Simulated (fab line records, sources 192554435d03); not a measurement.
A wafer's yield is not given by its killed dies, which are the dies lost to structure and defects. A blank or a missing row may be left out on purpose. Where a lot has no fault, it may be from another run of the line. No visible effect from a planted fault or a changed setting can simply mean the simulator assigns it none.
Matching of chambers | flow n5_finfet | 3 sister chambers for N5_BEOL_M10_PECVD_70 on pecvd-01
The step deposits SiO2 from TEOS/O2, target thk 20 nm, time 22.7 s. 6 wafers are shown with their chamber, then 10 later ones without.

## WAFERS, EACH WITH ITS CHAMBER
wafer  | chamber | heater_power_w (W) | heater_power_outer_w (W)
L084.6 | 2       | 582                | 349
L089.1 | 0       | 721                | 409
L089.3 | 0       | 713                | 381
L089.4 | 1       | 876                | 538
L086.1 | 2       | 587                | 341
L086.2 | 1       | 904                | 546

## WAFERS WHOSE CHAMBER IS MISSING
wafer  | heater_power_w (W) | heater_power_outer_w (W)
L086.4 | 683                | 349
L092.2 | 768                | 465
L092.4 | 794                | 480
L092.6 | 730                | 409
L093.1 | 551                | 324
L093.4 | 906                | 557
L093.6 | 746                | 409
L094.1 | 494                | 279
L094.2 | 699                | 381
L094.6 | 493                | 283

## EACH ONE'S CHAMBER
wafer  | from the rows above     | in truth
L086.4 | 0                       | 0
L092.2 | 0                       | 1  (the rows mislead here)
L092.4 | can't be placed: 0 or 1 | 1
L092.6 | 0                       | 0
L093.1 | 2                       | 2
L093.4 | 1                       | 1
L093.6 | 0                       | 0
L094.1 | 2                       | 2
L094.2 | 0                       | 0
L094.6 | 2                       | 2
Correctly placed: 8 of 10. These rows do not allow placing 1 (true chamber among the candidates in 1). Placed wrongly: 1.
How it was worked out, from the rows above alone: a wafer's distance from a chamber is the root of the sum, over the readings, of the square of ((its reading less the chamber's mean) divided by the reading's scatter). The wafer belongs to the nearest chamber; if the next one is less than 2 further off, it can't be placed. Each chamber's mean is taken over the wafers shown for it. How the scatter is found: for the shown wafers, subtract from each reading the mean of its chamber, square and add these, divide the total by (wafers less chambers), then take the root.
